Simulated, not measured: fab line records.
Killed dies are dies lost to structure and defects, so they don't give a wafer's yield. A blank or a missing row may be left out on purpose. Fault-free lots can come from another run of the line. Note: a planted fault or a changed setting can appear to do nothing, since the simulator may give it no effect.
Comparing a struck lot with a sound one | flow n5-finfet | 35 steps out of a route of 1938
Sound: the wafers L602.3, L602.4, L602.6. Struck: wafers L604.4, L604.5 (left out: L604.6, a lot-mate that was not struck); the cause follows at the end.
Per side, at each step with rows, come the tool, then ch with its chambers, and then its first start. Under that, the readings that differ: sound wafers | struck wafers | difference of the means | sigmas: that difference in standard deviations of wafers without a fault.
alike: same words and numbers on both sides, and readings whose means sit less than 2 such deviations apart. not compared: any withheld reading, any reading some wafer has no value for, any bound like >300 that may hide the same value, and any number with overlapping values for which the record gives no deviation.
The two part at a step that has a row with sigmas, a row that says differs or no value, or rows on one side only. Numbers that have no deviation but don't overlap get no sigmas and don't part them. A reading that every wafer of one side lacks parts them only if that side has two wafers or more.

first, 12 steps without rows for these wafers: N5_SD_EPI_P_ETCH_37 (etches SOC in N2/H2, overetch 108 nm, time 486 s); N5_SD_EPI_P_STRIP_38 (strips in N2/H2); N5_SD_EPI_P_ETCHBACK_46 (etches SiNx in CH3F/O2, stops on SiO2, target depth 17.5 nm); N5_SD_EPI_P_ETCH_47 (etches SiOCN in CH3F/O2, target depth 25 nm); N5_SD_EPI_P_ETCH_16 (etches SiO2 in CHF3/O2, target depth 5 nm); N5_SD_EPI_P_STRIP_50 (strips in CHF3/O2); N5_SD_EPI_P_SD_RECESS_17 (chemistry HBr/Cl2/O2, target depth 39.1 nm, bt time 3 s); N5_SD_EPI_P_WET_ETCH_45 (etches SiO2 in dHF, time 10.7 s, target depth 2 nm, rinse time 30 s); N5_SD_EPI_P_STRIP_40 (strips in N2/H2); N5_SD_EPI_P_PRECLEAN_52 (cleans in O3/DIW, time 60 s); N5_SD_EPI_P_SRD_20 (time 30 s); N5_SD_EPI_P_PRECLEAN_51 (cleans in NF3:NH3, afs cycles 1, time 20 s, sublimation time 60 s).
N5_SD_EPI_P_VAPOR_ETCH_44: etches SiGe30 in NF3/Ar, time 3.3 s.
  sound on epi-rpcvd-02 ch 0, day 5 07:16; struck on epi-rpcvd-03 ch 0, day 5 21:58
then, 20 steps without rows for these wafers: N5_SD_EPI_P_EPI_21 (deposits SiGe:B, time 355 s); N5_SD_EPI_P_HM_STRIP_48 (strips SiNx in H3PO4, material SiNx, target depth 3 nm); N5_SD_EPI_P_SRD_49 (time 30 s); N5_SD_EPI_P_PRECLEAN_24 (cleans in O3/DIW, time 45 s); N5_SD_EPI_P_PRECLEAN_32 (cleans in dHF, time 10 s); N5_SD_EPI_P_PRECLEAN_33 (cleans in SC2, time 45 s); N5_SD_EPI_P_SRD_25 (time 30 s); N5_SD_ACTIVATION_RTA_00 (time 0 s); N5_SD_ACTIVATION_LSA_01 (time 0.0008 s); N5_ILD0_LINER_00 (material SiNx, target thk 4 nm, pulse time 1 s, purge time 2 s); N5_ILD0_FCVD_FILL_01 (material SiO2 flowable, target thk 200 nm, time 328.3 s); N5_ILD0_CURE_02 (time 1800 s); N5_ILD0_CMP_03 (polishes, stops on SiNx, t overpolish 1.9 s, target thk 197.38 nm); N5_ILD0_CMP_07 (polishes SiO2 flowable, stops on poly-Si, t overpolish 1.18 s, target thk 138.88 nm); N5_ILD0_PRECLEAN_10 (cleans in NF3:NH3, afs cycles 5, time 20 s, sublimation time 60 s); N5_ILD0_ALD_15 (deposits SiNx, target thk 24 nm, pulse time 1 s, ald cycles 480); N5_ILD0_CMP_12 (polishes SiNx, stops on poly-Si, t overpolish 6 s, target thk 17.67 nm); N5_SDB_HM_DEP_00 (deposits SiNx from SiH4/NH3/N2, target thk 40 nm, time 35.3 s); N5_SDB_COAT_03 (time 60 s, resist thk 100 nm); N5_SDB_COAT_04 (time 60 s, resist thk 18 nm).
-- the record jumps here: 4 days lie between the struck wafers' starts before and after (it left off in module SDB and takes up again in module BEOL_M4, whose first step shown is number 1111 of the route) --
N5_BEOL_M4_RC_MEAS_101:
  sound on prober-01 ch 0, day 9 12:32; struck on prober-01 ch 0, day 10 05:58
  reading            | sound             | struck      | difference | sigmas
  IOFF_P (nA/um)     | 0.21 0.21 0.19    | 0.11 0.10   | -0.10      | -3
  IOFF_P_85C (nA/um) | 3.5 3.6 3.4       | 2.1 1.9     | -1.5       | -3
  IOFF_P_LIN (nA/um) | 0.100 0.101 0.096 | 0.057 0.054 | -0.044     | -3
  ION_P (uA/um)      | 461 468 471       | 432 430     | -36        | -4
  REXT_P (ohm.um)    | 100.6 99.5 100.8  | 115.0 116.3 | +15.4      | +7
  VT_P (mV)          | -248 -248 -252    | -265 -265   | -16        | -4
  VT_P_LVT (mV)      | -98 -99 -98       | -114 -115   | -16        | -5
  alike: DIBL_N, DIBL_P, IOFF_N, ION_N, SS_N, SS_P, VT_N
-- the record jumps here: 4 days lie between the struck wafers' starts before and after (it left off in module BEOL_M4 and takes up again in module PASSIVATION, whose first step shown is number 1936 of the route) --
N5_PASSIVATION_PROBE_49:
  sound on prober-01 at day 13 18:39; struck on prober-02 at day 14 08:12
  reading              | sound          | struck    | difference | sigmas
  sort_bin_8_speed (%) | 0 0 0          | 10.9 22.6 | +16.8      | +24
  sort-n-pass          | 1087 1068 1097 | 951 806   | -206       | -11
  sort-yield-pct (%)   | 92.1 90.5 93.0 | 80.6 68.3 | -17.4      | -11
  alike: defect-limited-yield, killed_at_M0_to_M3, killed_at_M4_up, killed-at-contacts, killed-at-front-end, killed-at-other, killed-dies, killed-open, killed-short, sort_bin_5_function, sort_bin_6_memory

== WHERE THEY PART ==
Earliest at N5_BEOL_M4_RC_MEAS_101; latest, in this record, at N5_PASSIVATION_PROBE_49.

WHY: whatever the simulator had introduced
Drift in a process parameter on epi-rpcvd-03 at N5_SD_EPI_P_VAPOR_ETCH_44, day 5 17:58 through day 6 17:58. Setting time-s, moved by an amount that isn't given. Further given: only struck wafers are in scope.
